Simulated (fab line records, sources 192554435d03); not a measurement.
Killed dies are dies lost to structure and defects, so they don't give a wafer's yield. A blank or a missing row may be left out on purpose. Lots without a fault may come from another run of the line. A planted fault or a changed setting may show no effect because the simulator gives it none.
Chamber matching | flow n5_finfet | N5_BEOL_M2_ALD_84 on ald_metal-03: 4 sister chambers
The step deposits TaN, pulse time 2 s, purge time 3 s, co reactant purge time 2 s. 8 wafers are shown with their chamber, then 11 later ones without.

WAFERS WITH THEIR CHAMBER
wafer  | chamber | heater_power_w (W)
L077.4 | 2       | 385
L079.5 | 0       | 427
L081.2 | 2       | 394
L081.3 | 1       | 366
L085.3 | 0       | 427
L089.3 | 1       | 362
L089.6 | 3       | 422
L093.1 | 3       | 412

WAFERS WITHOUT THEIR CHAMBER
wafer  | heater_power_w (W)
L093.3 | 419
L093.6 | 370
L095.1 | 425
L095.2 | 406
L095.5 | 422
L096.1 | 396
L096.3 | 422
L096.4 | 429
L097.1 | 415
L097.2 | 361
L097.5 | 421

WHICH CHAMBER EACH WENT THROUGH
wafer  | from the rows above     | in truth
L093.3 | can't be placed: 3 or 0 | 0
L093.6 | 1                       | 1
L095.1 | can't be placed: 0 or 3 | 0
L095.2 | can't be placed: 3 or 2 | 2
L095.5 | can't be placed: 0 or 3 | 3
L096.1 | 2                       | 2
L096.3 | can't be placed: 0 or 3 | 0
L096.4 | 0                       | 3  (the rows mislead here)
L097.1 | 3                       | 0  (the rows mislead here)
L097.2 | 1                       | 1
L097.5 | can't be placed: 3 or 0 | 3
Placed correctly: 3 of 11. Can't be placed from these rows: 6 (the true chamber is among the candidates in 6). Placed wrongly: 2.
How it was worked out, from the rows above alone: a wafer's distance from a chamber is the root of the sum, over the readings, of the square of ((its reading less the chamber's mean) divided by the reading's scatter). The wafer belongs to the nearest chamber; if the next one is less than 2 further off, it can't be placed. A chamber's mean is the mean of its shown wafers. The scatter: the root of (the sum of the squares of (reading less its chamber's mean) over the shown wafers, divided by (wafers less chambers)).
